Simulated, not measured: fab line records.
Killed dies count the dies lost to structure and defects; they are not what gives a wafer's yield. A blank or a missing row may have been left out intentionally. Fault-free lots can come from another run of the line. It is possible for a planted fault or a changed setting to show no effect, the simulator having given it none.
Which tool did it? | flow n5-finfet | 23 lots, 69 wafers sampled, at 6 steps of a route of 1938

## WHAT THE GAUGES SHOWED, per wafer
N5_BEOL_M12_INSPECT_55: inspects for defects (darkfield).
lot  | measured     | on                | raw-defect-count
L074 | day 11 02:17 | defect-inspect-01 | 71 75 74
L075 | day 11 05:43 | defect-inspect-02 | 35 69 54
L076 | day 11 22:17 | defect-inspect-01 | 60 58 49
L077 | day 12 13:47 | defect-inspect-01 | 70 87 78
L080 | day 12 03:02 | defect-inspect-02 | 67 77 63
L079 | day 12 04:52 | defect-inspect-01 | 114 74 111
L081 | day 12 15:52 | defect-inspect-01 | 66 65 69
L078 | day 12 16:08 | defect-inspect-02 | 64 134 75
L082 | day 12 17:36 | defect-inspect-02 | 44 45 63
L083 | day 13 05:05 | defect-inspect-02 | 80 92 69
L084 | day 13 13:44 | defect-inspect-02 | 92 78 63
L085 | day 14 02:13 | defect-inspect-01 | 90 115 69
L089 | day 14 13:56 | defect-inspect-02 | 102 114 81
L086 | day 14 14:14 | defect-inspect-02 | 51 55 79
L091 | day 14 17:08 | defect-inspect-02 | 88 64 86
L090 | day 14 18:08 | defect-inspect-02 | 72 62 96
L088 | day 14 21:33 | defect-inspect-02 | 50 81 40
L093 | day 15 03:38 | defect-inspect-02 | 79 88 77
L092 | day 16 00:55 | defect-inspect-02 | 68 70 95
L094 | day 15 23:31 | defect-inspect-01 | 94 55 46
L096 | day 16 20:01 | defect-inspect-01 | 81 50 67
L095 | day 17 01:38 | defect-inspect-01 | 89 53 73
L097 | day 17 01:16 | defect-inspect-01 | 51 94 60

## WHICH TOOL RAN EACH LOT (tool, then ch and the chambers of the sampled wafers, then the start)
lot  | N5_BEOL_M11_DESCUM_33              | N5_BEOL_M11_TRENCH_ETCH_37                    | N5_BEOL_M11_PRE_CLEAN_45     | N5_BEOL_M11_ALD_74                  | N5_BEOL_M12_ETCH_67
L074 | rie-diel-03 ch 0,2,3, day 10 13:38 | rie-diel-03 ch 0,2,3, day 10 14:47 or earlier | pvd-sputter-01, day 10 14:47 | ald-metal-03 ch 1,2,3, day 10 14:50 | rie-diel-06 ch 0,1,2, day 10 18:53
L075 | rie-diel-02 ch 0,1,2, day 10 20:36 | rie-diel-02 ch 0,1,2, day 10 21:43 or earlier | pvd-sputter-02, day 10 21:43 | ald-metal-04 ch 0,1,3, day 10 21:50 | rie-diel-05 ch 0,1,2, day 11 01:39
L076 | rie-diel-02 ch 0,1,2, day 11 12:13 | rie-diel-02 ch 0,1,2, day 11 13:16 or earlier | pvd-sputter-03, day 11 13:16 | ald-metal-04 ch 0,3, day 11 13:33   | rie-diel-05 ch 2,3, day 11 19:28
L077 | rie-diel-02 ch 0,2,3, day 11 19:37 | rie-diel-02 ch 0,2,3, day 11 20:59 or earlier | pvd-sputter-02, day 11 20:59 | ald-metal-01 ch 1,2, day 11 21:11   | rie-diel-06 ch 1,2, day 12 00:51
L080 | rie-diel-03 ch 0,2,3, day 11 19:47 | rie-diel-03 ch 0,2,3, day 11 20:54 or earlier | pvd-sputter-02, day 11 20:54 | ald-metal-04 ch 0,1, day 11 20:59   | rie-diel-05 ch 0,2,3, day 12 00:35
L079 | rie-diel-01 ch 0,1,3, day 11 20:05 | rie-diel-01 ch 0,1,3, day 11 21:43 or earlier | pvd-sputter-03, day 11 21:43 | ald-metal-04 ch 0,1,2, day 11 21:47 | rie-diel-04 ch 0,1,3, day 12 02:15
L081 | rie-diel-03 ch 2,3, day 12 01:04   | rie-diel-03 ch 2,3, day 12 02:40 or earlier   | pvd-sputter-01, day 12 02:40 | ald-metal-01 ch 0,2,3, day 12 02:45 | rie-diel-04 ch 1,2,3, day 12 05:47
L078 | rie-diel-03 ch 1,2,3, day 12 02:30 | rie-diel-03 ch 1,2,3, day 12 03:35 or earlier | pvd-sputter-03, day 12 03:35 | ald-metal-01 ch 1,2, day 12 03:41   | rie-diel-05 ch 0,1,2, day 12 09:01
L082 | rie-diel-02 ch 1,2,3, day 12 10:01 | rie-diel-02 ch 1,2,3, day 12 11:04 or earlier | pvd-sputter-03, day 12 11:04 | ald-metal-01 ch 1,2,3, day 12 11:22 | rie-diel-05 ch 1,2,3, day 12 15:10
L083 | rie-diel-02 ch 0,1,2, day 12 18:07 | rie-diel-02 ch 0,1,2, day 12 19:31 or earlier | pvd-sputter-03, day 12 19:31 | ald-metal-01 ch 0,2, day 12 19:34   | rie-diel-05 ch 0,1,3, day 12 23:07
L084 | rie-diel-01 ch 1,2,3, day 13 01:37 | rie-diel-01 ch 1,2,3, day 13 03:04 or earlier | pvd-sputter-01, day 13 03:04 | ald-metal-04 ch 1,2,3, day 13 03:07 | rie-diel-05 ch 0,1, day 13 06:29
L085 | rie-diel-03 ch 0,1,2, day 13 17:15 | rie-diel-03 ch 0,1,2, day 13 18:19 or earlier | pvd-sputter-03, day 13 18:19 | ald-metal-04 ch 1,2,3, day 13 18:23 | rie-diel-04 ch 0,2,3, day 13 22:14
L089 | rie-diel-01 ch 0,2,3, day 14 03:58 | rie-diel-01 ch 0,2,3, day 14 07:02 or earlier | pvd-sputter-02, day 14 07:02 | ald-metal-03 ch 0,2,3, day 14 07:06 | rie-diel-04 ch 1,3, day 14 10:22
L086 | rie-diel-03 ch 0,2,3, day 14 03:58 | rie-diel-03 ch 0,2,3, day 14 07:07 or earlier | pvd-sputter-02, day 14 07:07 | ald-metal-04 ch 0,1,2, day 14 07:11 | rie-diel-06 ch 1,2,3, day 14 10:36
L091 | rie-diel-03 ch 2,3, day 14 07:24   | rie-diel-03 ch 2,3, day 14 08:58 or earlier   | pvd-sputter-02, day 14 08:58 | ald-metal-03 ch 0,2, day 14 09:01   | rie-diel-06 ch 1,2,3, day 14 12:41
L090 | rie-diel-02 ch 0,3, day 14 09:45   | rie-diel-02 ch 0,3, day 14 12:08 or earlier   | pvd-sputter-03, day 14 12:08 | ald-metal-03 ch 2,3, day 14 12:11   | rie-diel-05 ch 0,2, day 14 15:21
L088 | rie-diel-03 ch 0,1,2, day 14 11:58 | rie-diel-03 ch 0,1,2, day 14 13:23 or earlier | pvd-sputter-03, day 14 13:23 | ald-metal-03 ch 0,1,3, day 14 13:27 | rie-diel-06 ch 1,2,3, day 14 18:49
L093 | rie-diel-02 ch 0,2,3, day 14 17:04 | rie-diel-02 ch 0,2,3, day 14 18:16 or earlier | pvd-sputter-02, day 14 18:16 | ald-metal-04 ch 1,3, day 14 18:19   | rie-diel-06 ch 0,3, day 15 00:04
L092 | rie-diel-03 ch 0,2,3, day 15 14:26 | rie-diel-03 ch 0,2,3, day 15 16:34 or earlier | pvd-sputter-01, day 15 16:34 | ald-metal-03 ch 2,3, day 15 16:38   | rie-diel-04 ch 0,1,3, day 15 19:44
L094 | rie-diel-02 ch 2,3, day 15 15:44   | rie-diel-02 ch 2,3, day 15 16:56 or earlier   | pvd-sputter-01, day 15 16:56 | ald-metal-04 ch 0,1, day 15 16:59   | rie-diel-06 ch 0,1,2, day 15 20:19
L096 | rie-diel-01 ch 1,3, day 16 11:55   | rie-diel-01 ch 1,3, day 16 12:59 or earlier   | pvd-sputter-01, day 16 12:59 | ald-metal-01 ch 1,3, day 16 13:06   | rie-diel-05 ch 0,2,3, day 16 16:20
L095 | rie-diel-03 ch 1,2,3, day 16 14:19 | rie-diel-03 ch 1,2,3, day 16 15:41 or earlier | pvd-sputter-01, day 16 15:41 | ald-metal-03 ch 1,2,3, day 16 15:45 | rie-diel-06 ch 0,3, day 16 20:31
L097 | rie-diel-02 ch 0,1,2, day 16 14:22 | rie-diel-02 ch 0,1,2, day 16 15:35 or earlier | pvd-sputter-03, day 16 15:35 | ald-metal-04 ch 0,3, day 16 15:41   | rie-diel-04 ch 0,1,2, day 16 20:27
- N5_BEOL_M11_DESCUM_33: chemistry O2, time 7.9 s.
- N5_BEOL_M11_TRENCH_ETCH_37: etches SiCOH lowk in C4F6/O2, target depth 148.83 nm, time 48 s.
- N5_BEOL_M11_PRE_CLEAN_45: time 30 s.
- N5_BEOL_M11_ALD_74: deposits TaN, target thk 2 nm, pulse time 2 s, purge time 3 s.
- N5_BEOL_M12_ETCH_67: etches SiARC in CF4, target depth 143 nm, time 238.3 s.

## WHAT THE TOOLS THEMSELVES READ (means of the sampled wafers that have a number; where no wafer has one, the mark that the record gives instead)
N5_BEOL_M11_DESCUM_33.
lot  | tool        | drypump-motor-current-A (A) | oes-product-au (a.u.) | rf-vpp-V (V) | showerhead-plenum-p-Torr (Torr) | throttle-valve-pct (%)
L074 | rie-diel-03 | 5.8                         | 0.74                  | 244.0        | 2.14                            | 20.46
L075 | rie-diel-02 | 5.4                         | 0.73                  | 240.9        | 1.99                            | 20.50
L076 | rie-diel-02 | 5.4                         | 0.72                  | 240.8        | 1.99                            | 20.51
L077 | rie-diel-02 | 5.7                         | 0.76                  | 242.4        | 2.06                            | 20.58
L080 | rie-diel-03 | 5.9                         | 0.73                  | 245.1        | 2.14                            | 20.47
L079 | rie-diel-01 | 5.7                         | 0.75                  | 243.9        | 2.15                            | 20.65
L081 | rie-diel-03 | 6.0                         | 0.74                  | 244.3        | 2.17                            | 20.43
L078 | rie-diel-03 | 5.8                         | 0.73                  | 244.3        | 2.14                            | 20.51
L082 | rie-diel-02 | 5.5                         | 0.74                  | 242.0        | 2.03                            | 20.41
L083 | rie-diel-02 | 5.4                         | 0.72                  | 241.7        | 1.99                            | 20.53
L084 | rie-diel-01 | 5.3                         | 0.81                  | 244.8        | 2.17                            | 20.58
L085 | rie-diel-03 | 5.7                         | 0.71                  | 243.6        | 2.10                            | 20.57
L089 | rie-diel-01 | 5.4                         | 0.76                  | 245.2        | 2.15                            | 20.56
L086 | rie-diel-03 | 5.8                         | 0.72                  | 244.2        | 2.13                            | 20.49
L091 | rie-diel-03 | 6.2                         | 0.72                  | 244.2        | 2.16                            | 20.34
L090 | rie-diel-02 | 5.4                         | 0.74                  | 243.6        | 2.10                            | 20.54
L088 | rie-diel-03 | 5.6                         | 0.71                  | 244.0        | 2.10                            | 20.56
L093 | rie-diel-02 | 5.7                         | 0.75                  | 242.7        | 2.05                            | 20.60
L092 | rie-diel-03 | 5.8                         | 0.72                  | 243.8        | 2.13                            | 20.51
L094 | rie-diel-02 | 5.8                         | 0.77                  | 241.9        | 2.09                            | 20.52
L096 | rie-diel-01 | 5.4                         | 0.75                  | 243.8        | 2.12                            | 20.72
L095 | rie-diel-03 | 5.8                         | 0.71                  | 242.9        | 2.13                            | 20.55
L097 | rie-diel-02 | 5.4                         | 0.80                  | 242.6        | 2.07                            | 20.46

N5_BEOL_M11_TRENCH_ETCH_37.
lot  | tool        | bias-w (W) | drypump-motor-current-A (A) | oes_f_703_au (a.u.) | oes_o_777_au (a.u.) | oes-product-au (a.u.) | rf-vpp-V (V) | showerhead-plenum-p-Torr (Torr) | throttle-valve-pct (%)
L074 | rie-diel-03 | 185.0      | 5.9                         | 0.73                | 0.73                | 0.74                  | 669          | 2.92                            | 21.00
L075 | rie-diel-02 | 185.3      | 5.4                         | 0.73                | 0.73                | 0.72                  | 663          | 2.74                            | 21.10
L076 | rie-diel-02 | 184.6      | 5.4                         | 0.73                | 0.72                | 0.72                  | 663          | 2.74                            | 21.10
L077 | rie-diel-02 | 185.2      | 5.7                         | 0.76                | 0.76                | 0.76                  | 663          | 2.83                            | 21.20
L080 | rie-diel-03 | 184.9      | 5.9                         | 0.73                | 0.72                | 0.73                  | 671          | 2.91                            | 21.02
L079 | rie-diel-01 | 185.1      | 5.7                         | 0.77                | 0.76                | 0.75                  | 662          | 2.92                            | 21.11
L081 | rie-diel-03 | 185.4      | 6.0                         | 0.72                | 0.72                | 0.73                  | 683          | 2.95                            | 20.93
L078 | rie-diel-03 | 185.3      | 5.8                         | 0.72                | 0.72                | 0.73                  | 669          | 2.91                            | 21.03
L082 | rie-diel-02 | 185.7      | 5.6                         | 0.75                | 0.75                | 0.75                  | 663          | 2.79                            | 21.02
L083 | rie-diel-02 | 184.4      | 5.4                         | 0.72                | 0.72                | 0.71                  | 664          | 2.73                            | 21.13
L084 | rie-diel-01 | 185.1      | 5.3                         | 0.82                | 0.81                | 0.81                  | 660          | 2.94                            | 21.08
L085 | rie-diel-03 | 185.3      | 5.6                         | 0.71                | 0.70                | 0.70                  | 657          | 2.87                            | 21.13
L089 | rie-diel-01 | 184.5      | 5.4                         | 0.77                | 0.76                | 0.77                  | 657          | 2.92                            | 21.10
L086 | rie-diel-03 | 184.4      | 5.9                         | 0.72                | 0.71                | 0.71                  | 670          | 2.90                            | 21.04
L091 | rie-diel-03 | 184.8      | 6.2                         | 0.70                | 0.70                | 0.72                  | 684          | 2.94                            | 20.89
L090 | rie-diel-02 | 184.7      | 5.4                         | 0.74                | 0.72                | 0.73                  | 664          | 2.89                            | 21.24
L088 | rie-diel-03 | 184.5      | 5.6                         | 0.71                | 0.70                | 0.71                  | 656          | 2.87                            | 21.13
L093 | rie-diel-02 | 184.7      | 5.7                         | 0.74                | 0.74                | 0.75                  | 663          | 2.82                            | 21.25
L092 | rie-diel-03 | 184.5      | 5.8                         | 0.71                | 0.70                | 0.71                  | 671          | 2.90                            | 21.06
L094 | rie-diel-02 | 185.6      | 5.8                         | 0.77                | 0.76                | 0.78                  | 663          | 2.87                            | 21.16
L096 | rie-diel-01 | 185.0      | 5.4                         | 0.76                | 0.76                | 0.74                  | 659          | 2.88                            | 21.24
L095 | rie-diel-03 | 185.3      | 5.8                         | 0.69                | 0.69                | 0.70                  | 669          | 2.90                            | 21.08
L097 | rie-diel-02 | 184.7      | 5.4                         | 0.79                | 0.79                | 0.80                  | 667          | 2.83                            | 21.05

N5_BEOL_M11_PRE_CLEAN_45.
lot  | tool           | heater-power-w (W)
L074 | pvd-sputter-01 | 331
L075 | pvd-sputter-02 | 360
L076 | pvd-sputter-03 | 377
L077 | pvd-sputter-02 | 344
L080 | pvd-sputter-02 | 364
L079 | pvd-sputter-03 | 351
L081 | pvd-sputter-01 | 322
L078 | pvd-sputter-03 | 355
L082 | pvd-sputter-03 | 383
L083 | pvd-sputter-03 | 356
L084 | pvd-sputter-01 | 346
L085 | pvd-sputter-03 | 355
L089 | pvd-sputter-02 | 360
L086 | pvd-sputter-02 | 351
L091 | pvd-sputter-02 | 367
L090 | pvd-sputter-03 | 356
L088 | pvd-sputter-03 | 361
L093 | pvd-sputter-02 | 348
L092 | pvd-sputter-01 | 320
L094 | pvd-sputter-01 | 348
L096 | pvd-sputter-01 | 339
L095 | pvd-sputter-01 | 341
L097 | pvd-sputter-03 | 342

N5_BEOL_M11_ALD_74.
lot  | tool         | chamber-pressure-Torr (Torr) | heater-power-w (W)
L074 | ald-metal-03 | 3.004                        | 417
L075 | ald-metal-04 | 2.996                        | 425
L076 | ald-metal-04 | 2.997                        | 417
L077 | ald-metal-01 | 3.001                        | 362
L080 | ald-metal-04 | 2.995                        | 427
L079 | ald-metal-04 | 2.998                        | 413
L081 | ald-metal-01 | 3.002                        | 425
L078 | ald-metal-01 | 3.003                        | 396
L082 | ald-metal-01 | 3.006                        | 401
L083 | ald-metal-01 | 3.003                        | 437
L084 | ald-metal-04 | 3.000                        | 424
L085 | ald-metal-04 | 3.001                        | 429
L089 | ald-metal-03 | 3.001                        | 427
L086 | ald-metal-04 | 3.000                        | 415
L091 | ald-metal-03 | 3.008                        | 477
L090 | ald-metal-03 | 3.003                        | 374
L088 | ald-metal-03 | 2.996                        | 452
L093 | ald-metal-04 | 3.004                        | 434
L092 | ald-metal-03 | 3.000                        | 373
L094 | ald-metal-04 | 2.998                        | 412
L096 | ald-metal-01 | 3.004                        | 397
L095 | ald-metal-03 | 2.998                        | 416
L097 | ald-metal-04 | 3.001                        | 417

N5_BEOL_M12_ETCH_67.
lot  | tool        | bias-w (W) | drypump-motor-current-A (A) | etch-rf-on-time-s (s) | oes-product-au (a.u.) | rf-vpp-V (V) | showerhead-plenum-p-Torr (Torr) | throttle-valve-pct (%)
L074 | rie-diel-06 | 36.04      | 5.9                         | 233                   | 0.74                  | 183.0        | 2.08                            | 15.50
L075 | rie-diel-05 | 36.01      | 6.2                         | 237                   | 0.63                  | 181.9        | 2.09                            | 15.83
L076 | rie-diel-05 | 36.00      | 5.8                         | 229                   | 0.65                  | 183.8        | 2.12                            | 15.62
L077 | rie-diel-06 | 35.95      | 5.6                         | 237                   | 0.65                  | 182.3        | 2.03                            | 15.72
L080 | rie-diel-05 | 36.01      | 5.9                         | 234                   | 0.63                  | 184.2        | 2.12                            | 15.74
L079 | rie-diel-04 | 35.93      | 5.6                         | 240                   | 0.64                  | 184.1        | 2.14                            | 15.84
L081 | rie-diel-04 | 36.02      | 5.2                         | 241                   | 0.63                  | 183.8        | 2.14                            | 15.85
L078 | rie-diel-05 | 36.05      | 6.1                         | 241                   | 0.62                  | 183.7        | 2.08                            | 15.85
L082 | rie-diel-05 | 35.98      | 6.0                         | 232                   | 0.63                  | 183.1        | 2.08                            | 15.75
L083 | rie-diel-05 | 36.03      | 5.8                         | 233                   | 0.61                  | 183.4        | 2.08                            | 15.87
L084 | rie-diel-05 | 36.00      | 5.9                         | 236                   | 0.61                  | 183.4        | 2.07                            | 15.99
L085 | rie-diel-04 | 36.12      | 5.2                         | 239                   | 0.59                  | 184.3        | 2.15                            | 15.85
L089 | rie-diel-04 | 35.97      | 5.2                         | 236                   | 0.62                  | 183.9        | 2.08                            | 15.92
L086 | rie-diel-06 | 36.07      | 5.4                         | 237                   | 0.67                  | 183.2        | 2.06                            | 15.61
L091 | rie-diel-06 | 36.06      | 5.4                         | 235                   | 0.68                  | 183.0        | 2.06                            | 15.60
L090 | rie-diel-05 | 36.11      | 6.2                         | 238                   | 0.62                  | 183.5        | 2.11                            | 15.75
L088 | rie-diel-06 | 36.14      | 5.4                         | 236                   | 0.67                  | 183.3        | 2.06                            | 15.61
L093 | rie-diel-06 | 35.93      | 6.0                         | 242                   | 0.74                  | 183.4        | 2.09                            | 15.37
L092 | rie-diel-04 | 36.03      | 5.6                         | 237                   | 0.62                  | 184.3        | 2.14                            | 15.89
L094 | rie-diel-06 | 35.97      | 5.9                         | 235                   | 0.68                  | 182.9        | 2.07                            | 15.60
L096 | rie-diel-05 | 35.80      | 5.9                         | 234                   | 0.69                  | 184.5        | 2.10                            | 15.65
L095 | rie-diel-06 | 36.06      | 6.0                         | 243                   | 0.71                  | 183.4        | 2.08                            | 15.40
L097 | rie-diel-04 | 35.93      | 5.6                         | 236                   | 0.70                  | 184.6        | 2.19                            | 15.70

## THE ANSWER, worked out from the rows above alone
Rule: what is usual is taken from the lots themselves. The widest of any qualifying gaps counts: lots, ordered by their means at a reading, are off when they make up no more than a third of the lots, leave a main group of 4 or more, and stand apart from it by 3 or more times the standard deviation of that group's means. Not used: any main group whose means are identical at the precision the tables above print for the reading. Also off: a lot with no number at a reading for which 4 or more lots have one. All remaining lots with rows at the step are treated as sound. The gauges are gone through in route order, then the tools' own readings, and for those a lot's mean is taken as printed above. At the first step where some lot is off, the reading lying furthest off is the one used; lots without a number count as furthest.
No lot is off at any reading shown: from this, nothing can be told.

## WHAT HAD BEEN PUT IN BY THE SIMULATOR
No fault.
